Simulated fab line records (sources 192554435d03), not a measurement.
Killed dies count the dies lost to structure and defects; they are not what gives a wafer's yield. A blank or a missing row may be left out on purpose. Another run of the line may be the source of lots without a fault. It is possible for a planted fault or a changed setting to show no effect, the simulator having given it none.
Which tool did it? | flow n5Finfet | 21 wafers from 7 lots sampled at 6 of the route's 1938 steps

WHAT THE GAUGES SHOWED, per wafer
N5_STI_FIN_REVEAL_CD_MEAS_22: target cd 6.238 nm, pitch 28 nm. Usual: 6.25 nm for cdNm, sd 0.21.
lot  | measured    | on       | cdNm (nm)      | flag
L829 | day 2 20:47 | cdSem-01 | 5.95 6.67 6.39 | 
L834 | day 4 02:17 | cdSem-02 | 6.33 6.33 6.36 | 
L838 | day 5 01:08 | cdSem-02 | 7.80 8.21 7.51 | OFF
L839 | day 5 08:33 | cdSem-01 | 8.08 7.81 8.01 | OFF
L840 | day 5 16:57 | cdSem-03 | 7.88 7.82 8.01 | OFF
L844 | day 6 17:28 | cdSem-03 | 6.62 6.32 6.50 | 
L847 | day 7 10:51 | cdSem-01 | 6.11 6.29 6.27 | 

N5_STI_FIN_REVEAL_FIN_H_MEAS_10. Usual: 52.1 nm for trenchDepthNm, sd 0.63.
lot  | measured    | on     | trenchDepthNm (nm) | flag
L829 | day 2 20:49 | ocd-01 | 52.3 50.9 51.6     | 
L834 | day 4 02:19 | ocd-01 | 51.6 52.2 51.8     | 
L838 | day 5 01:10 | ocd-02 | 52.8 52.9 52.9     | 
L839 | day 5 08:35 | ocd-01 | 51.8 51.9 51.8     | 
L840 | day 5 16:59 | ocd-01 | 51.1 51.3 51.0     | 
L844 | day 6 17:30 | ocd-02 | 51.7 52.9 52.3     | 
L847 | day 7 10:53 | ocd-02 | 51.7 52.0 52.7     | 

N5_BEOL_M4_RC_MEAS_101. Usual: DIBL_N 35.9 mV/V, standard deviation 1.3; DIBL_P 36.3 mV/V, standard deviation 1.5; IOFF_N 0.153 nA/um, standard deviation 0.023; IOFF_N_85C 3.0 nA/um, standard deviation 0.39; IOFF_N_LIN 0.072 nA/um, standard deviation 0.0088; IOFF_N_LONG 5.44e-05 nA/um, standard deviation 2.4e-06; IOFF_P 0.208 nA/um, standard deviation 0.028; IOFF_P_85C 3.6 nA/um, standard deviation 0.41; IOFF_P_LIN 0.099 nA/um, standard deviation 0.011; IOFF_P_LONG 0.000105 nA/um, standard deviation 8.5e-06; ION_N 672 uA/um, standard deviation 9.7; ION_P 462 uA/um, standard deviation 6.6; REXT_N 75.3 ohm.um, standard deviation 1.4; REXT_P 101.0 ohm.um, standard deviation 2.3; SS_N 71.5 mV/dec, standard deviation 0.53; SS_P 73.3 mV/dec, standard deviation 0.59; VT_N 250.4 mV, standard deviation 2.7; VT_N_LONG 275.5 mV, standard deviation 1.8; VT_N_LVT 99 mV, standard deviation 3.1; VT_P -250.5 mV, standard deviation 3; VT_P_LONG -275.5 mV, standard deviation 2.8; VT_P_LVT -99 mV, standard deviation 3.1.
lot  | measured     | on        | DIBL_N (mV/V)  | DIBL_P (mV/V)  | IOFF_N (nA/um)    | IOFF_N_85C (nA/um) | IOFF_N_LIN (nA/um) | IOFF_N_LONG (nA/um)        | IOFF_P (nA/um)    | IOFF_P_85C (nA/um) | IOFF_P_LIN (nA/um) | IOFF_P_LONG (nA/um)        | ION_N (uA/um) | ION_P (uA/um) | REXT_N (ohm.um) | REXT_P (ohm.um)   | SS_N (mV/dec)  | SS_P (mV/dec)  | VT_N (mV)         | VT_N_LONG (mV)    | VT_N_LVT (mV) | VT_P (mV)            | VT_P_LONG (mV)       | VT_P_LVT (mV)  | flag
L829 | day 8 15:58  | prober-01 | 35.9 37.1 37.2 | 35.8 37.6 37.0 | 0.154 0.182 0.181 | 3.0 3.5 3.4        | 0.073 0.082 0.082  | 5.31e-05 5.32e-05 5.25e-05 | 0.189 0.213 0.215 | 3.3 3.7 3.7        | 0.089 0.097 0.096  | 9.1e-05 9.3e-05 9.3e-05    | 673 677 684   | 457 457 465   | 77.6 77.4 77.3  | 102.1 100.7 102.0 | 71.3 71.6 72.2 | 73.1 73.7 74.0 | 251.8 251.6 248.6 | 275.7 276.5 278.2 | 97 95 95      | -254.4 -250.9 -250.2 | -280.0 -278.8 -279.0 | -100 -99 -98   | 
L834 | day 10 07:00 | prober-01 | 36.8 36.9 35.7 | 37.2 35.8 35.7 | 0.170 0.168 0.149 | 3.4 3.4 3.1        | 0.080 0.080 0.071  | 5.51e-05 5.64e-05 5.55e-05 | 0.235 0.222 0.217 | 4.1 3.9 3.8        | 0.108 0.104 0.101  | 0.000108 0.000106 0.00011  | 681 685 671   | 470 469 467   | 74.3 73.8 73.9  | 99.1 99.5 97.4    | 72.2 70.7 71.8 | 73.8 73.4 73.9 | 248.3 248.3 252.0 | 277.3 274.6 275.7 | 98 97 100     | -249.1 -250.4 -249.9 | -275.3 -276.5 -273.6 | -97 -98 -98    | 
L838 | day 10 20:38 | prober-01 | 46.1 46.6 46.5 | 49.7 50.3 49.2 | 0.582 0.652 0.605 | 9.4 10.3 9.9       | 0.290 0.315 0.292  | 9.62e-05 9.67e-05 9.83e-05 | 0.668 0.717 0.676 | 9.5 10.1 9.5       | 0.335 0.355 0.337  | 0.000165 0.000159 0.000166 | 753 757 755   | 511 505 507   | 66.2 66.0 66.4  | 88.6 89.2 89.1    | 73.2 74.0 74.1 | 76.3 77.5 76.8 | 227.8 223.3 227.2 | 258.0 255.8 255.3 | 76 73 75      | -230.0 -231.0 -229.9 | -260.3 -260.1 -259.5 | -81 -79 -81    | OFF
L839 | day 11 03:49 | prober-01 | 46.7 45.2 45.8 | 50.0 47.5 49.5 | 0.650 0.537 0.559 | 10.3 8.6 9.0       | 0.301 0.259 0.270  | 8.47e-05 8.68e-05 8.46e-05 | 0.659 0.555 0.633 | 9.6 8.3 9.2        | 0.322 0.282 0.309  | 0.000146 0.000143 0.000143 | 757 734 740   | 506 493 508   | 66.2 66.8 66.6  | 88.7 88.6 88.2    | 73.7 73.0 73.1 | 76.7 76.5 77.1 | 226.9 231.2 228.3 | 258.3 258.2 257.6 | 74 78 76      | -234.8 -238.5 -235.3 | -264.4 -262.7 -265.7 | -81 -84 -82    | OFF
L840 | day 11 11:40 | prober-02 | 47.8 45.4 46.2 | 50.4 48.2 48.3 | 0.744 0.569 0.601 | 11.4 9.0 9.5       | 0.337 0.274 0.280  | 9.31e-05 9.21e-05 9.29e-05 | 0.697 0.591 0.584 | 9.9 8.7 8.6        | 0.332 0.297 0.292  | 0.000146 0.000143 0.000144 | 765 746 745   | 497 495 497   | 69.6 68.4 68.9  | 94.3 94.0 92.3    | 73.8 73.5 74.0 | 77.8 76.4 77.0 | 227.2 227.8 228.9 | 256.4 259.0 255.0 | 74 78 78      | -235.7 -237.0 -237.1 | -264.5 -264.7 -266.1 | -85 -86 -86    | OFF
L844 | day 12 15:55 | prober-02 | 36.5 36.5 36.9 | 37.9 37.4 37.7 | 0.160 0.157 0.169 | 3.0 3.0 3.2        | 0.073 0.072 0.074  | 5.04e-05 5.07e-05 5.07e-05 | 0.218 0.206 0.215 | 3.8 3.6 3.7        | 0.100 0.096 0.098  | 0.0001 0.000101 9.9e-05    | 675 682 669   | 461 459 455   | 75.5 74.8 75.2  | 100.9 101.4 101.6 | 70.8 71.5 71.6 | 73.0 73.5 73.4 | 251.5 254.7 251.7 | 277.3 279.0 277.3 | 100 101 101   | -249.8 -253.8 -250.4 | -277.7 -275.2 -277.4 | -100 -102 -102 | 
L847 | day 13 15:25 | prober-01 | 33.7 33.9 34.0 | 34.3 34.7 35.1 | 0.136 0.137 0.144 | 2.7 2.7 2.8        | 0.067 0.067 0.070  | 5.69e-05 5.73e-05 5.74e-05 | 0.213 0.212 0.223 | 3.7 3.7 3.9        | 0.105 0.104 0.110  | 0.000119 0.000118 0.000124 | 665 670 686   | 462 466 476   | 75.6 75.4 76.4  | 105.6 104.9 105.4 | 70.9 70.4 71.5 | 73.3 72.4 73.6 | 251.6 250.3 251.4 | 275.3 276.8 274.2 | 101 100 99    | -247.8 -248.5 -245.7 | -273.4 -271.3 -272.1 | -97 -98 -97    | 

EACH LOT AND THE TOOL THAT RAN IT (in order: tool; ch and the chambers of the sampled wafers; start)
lot  | N5_FIN_CUT_CUT_ETCH_26           | N5_FIN_CUT_CUT_ETCH_28         | N5_STI_FIN_REVEAL_ETCH_34
L829 | rieDiel-04 ch 1,3, day 2 10:00   | rieSi-04 ch 0,2, day 2 10:14   | rieSi-01 ch 1,3, day 2 20:11
L834 | rieDiel-04 ch 1,2,3, day 3 17:11 | rieSi-05 ch 0,1,3, day 3 17:26 | rieSi-01 ch 1,2,3, day 4 01:43
L838 | rieDiel-04 ch 1,3, day 4 15:19   | rieSi-04 ch 0,2,3, day 4 15:34 | rieSi-03 ch 0,3, day 5 00:33
L839 | rieDiel-01 ch 0,2,3, day 4 21:49 | rieSi-02 ch 0,1,3, day 4 22:07 | rieSi-01 ch 0,2, day 5 07:57
L840 | rieDiel-04 ch 0,3, day 5 07:21   | rieSi-02 ch 0,1, day 5 07:36   | rieSi-03 ch 0,3, day 5 16:22
L844 | rieDiel-02 ch 0,3, day 6 07:26   | rieSi-02 ch 0,1,2, day 6 07:41 | rieSi-03 ch 0,2, day 6 16:52
L847 | rieDiel-01 ch 1,2,3, day 7 01:19 | rieSi-04 ch 0,3, day 7 01:34   | rieSi-01 ch 0,1, day 7 10:16
- N5_FIN_CUT_CUT_ETCH_26: etches SiNx in CH3F/O2, target depth 39 nm, time 55.7 s.
- N5_FIN_CUT_CUT_ETCH_28: etches Si in HBr/Cl2/O2, target depth 6 nm, time 2.4 s.
- N5_STI_FIN_REVEAL_ETCH_34: etches Si in H2, material Si, target depth 0.97 nm.

AS READ BY THE TOOLS THEMSELVES (means over the sampled wafers that have a number; for cases with no such wafer, the mark the record gives instead)
N5_FIN_CUT_CUT_ETCH_26. Usual: CH3F_flow_sccm 30.00 sccm, standard deviation 0.091; O2_flow_sccm 20.01 sccm, standard deviation 0.057; drypumpMotorCurrentA 5.5 A, standard deviation 0.32; mfcArSccm 150.0 sccm, standard deviation 0.45; oes_ar_750_au 0.79 a.u., standard deviation 0.087; oes_o_777_au 0.79 a.u., standard deviation 0.088; oesProductAu 0.79 a.u., standard deviation 0.091; rfVppV 296.2 V, standard deviation 2.2; showerheadPlenumPTorr 2.01 Torr, standard deviation 0.066; throttleValvePct 16.31 %, standard deviation 0.24.
lot  | tool       | CH3F_flow_sccm (sccm) | O2_flow_sccm (sccm) | drypumpMotorCurrentA (A) | mfcArSccm (sccm) | oes_ar_750_au (a.u.) | oes_o_777_au (a.u.) | oesProductAu (a.u.) | rfVppV (V) | showerheadPlenumPTorr (Torr) | throttleValvePct (%) | flag
L829 | rieDiel-04 | 29.93                 | 20.04               | 5.2                      | 149.7            | 0.78                 | 0.78                | 0.78                | 295.2      | 1.92                         | 16.30                | 
L834 | rieDiel-04 | 30.01                 | 20.00               | 5.3                      | 150.4            | 0.80                 | 0.81                | 0.79                | 295.2      | 1.98                         | 16.31                | 
L838 | rieDiel-04 | 29.92                 | 20.03               | 5.2                      | 149.8            | 0.76                 | 0.76                | 0.76                | 295.7      | 1.91                         | 16.34                | 
L839 | rieDiel-01 | 30.04                 | 20.06               | 5.5                      | 150.0            | 0.83                 | 0.83                | 0.83                | 296.9      | 2.00                         | 16.07                | 
L840 | rieDiel-04 | 30.00                 | 20.04               | 5.1                      | 149.9            | 0.70                 | 0.70                | 0.70                | 297.4      | 1.95                         | 16.33                | 
L844 | rieDiel-02 | 30.04                 | 20.04               | 5.8                      | 149.6            | 0.73                 | 0.72                | 0.72                | 295.3      | 2.07                         | 16.48                | 
L847 | rieDiel-01 | 30.04                 | 19.97               | 5.5                      | 149.7            | 0.77                 | 0.77                | 0.76                | 297.5      | 1.98                         | 16.37                | 

N5_FIN_CUT_CUT_ETCH_28. Usual: HBr_flow_sccm 150.1 sccm, standard deviation 0.47; O2_flow_sccm 11.99 sccm, standard deviation 0.031; drypumpMotorCurrentA 5.6 A, standard deviation 0.51; oes_o_777_au 0.99 a.u., standard deviation 0.032; oesProductAu 1.000 a.u., standard deviation 0.018; throttleValvePct 37.15 %, standard deviation 0.25.
lot  | tool     | HBr_flow_sccm (sccm) | O2_flow_sccm (sccm) | drypumpMotorCurrentA (A) | oes_o_777_au (a.u.) | oesProductAu (a.u.) | throttleValvePct (%) | flag
L829 | rieSi-04 | 149.8                | 11.98               | 5.7                      | 1.01                | 1.007               | 37.03                | 
L834 | rieSi-05 | 150.1                | 11.94               | 5.5                      | 1.01                | 1.006               | 37.02                | 
L838 | rieSi-04 | 150.2                | 11.97               | 5.5                      | 0.99                | 0.997               | 37.05                | 
L839 | rieSi-02 | 150.4                | 11.99               | 6.3                      | 0.97                | 0.983               | 37.19                | 
L840 | rieSi-02 | 150.4                | 12.01               | 6.2                      | 0.96                | 0.978               | 37.25                | 
L844 | rieSi-02 | 150.3                | 12.00               | 5.9                      | 0.98                | 0.993               | 37.35                | 
L847 | rieSi-04 | 149.4                | 12.01               | 5.6                      | 1.00                | 0.995               | 37.09                | 

N5_STI_FIN_REVEAL_ETCH_34. Usual: chamberPressureMTorr 4.499 mTorr, standard deviation 0.004; drypumpMotorCurrentA 5.5 A, standard deviation 0.55; heFlowSccm 142.5 sccm, standard deviation 0.46; oesProductAu 0.995 a.u., standard deviation 0.013; throttleValvePct 25.9 %, standard deviation 0.38.
lot  | tool     | chamberPressureMTorr (mTorr) | drypumpMotorCurrentA (A) | heFlowSccm (sccm) | oesProductAu (a.u.) | throttleValvePct (%) | flag
L829 | rieSi-01 | 4.501                        | 5.4                      | 142.6             | 0.999               | 25.9                 | 
L834 | rieSi-01 | 4.496                        | 5.6                      | 142.6             | 0.998               | 26.1                 | 
L838 | rieSi-03 | -                            | -                        | -                 | -                   | -                    | OFF
L839 | rieSi-01 | -                            | -                        | -                 | -                   | -                    | OFF
L840 | rieSi-03 | -                            | -                        | -                 | -                   | -                    | OFF
L844 | rieSi-03 | 4.500                        | 5.7                      | 142.1             | 0.994               | 26.0                 | 
L847 | rieSi-01 | 4.499                        | 5.9                      | 142.8             | 1.007               | 25.7                 | 

THE ANSWER, worked out from the rows above alone
Rule: lot off if the mean of its wafers having a number is beyond 3 standard deviations from the usual mean. A lot without any number at a reading at which 4 lots or more have one is off too. The other lots that the step has rows for count as sound. After the gauges, taken in route order, come the tools' own readings; for these a lot's mean is taken, as printed above. The first step at which some lot is off is used, and at that step the reading that is off furthest; a lot without a number counts as furthest.
Off at N5_STI_FIN_REVEAL_CD_MEAS_22 (cdNm): L838, L839, L840.
A tool fits if, at a process step before that reading, it ran every lot that is off, and no sound lot after the first of them. The gauges at N5_STI_FIN_REVEAL_CD_MEAS_22 aren't tried: what is off there is off at N5_BEOL_M4_RC_MEAS_101 too, on other tools, and a gauge's error can't cause that. Of those tried, none fits.

WHAT THE SIMULATOR PUT IN
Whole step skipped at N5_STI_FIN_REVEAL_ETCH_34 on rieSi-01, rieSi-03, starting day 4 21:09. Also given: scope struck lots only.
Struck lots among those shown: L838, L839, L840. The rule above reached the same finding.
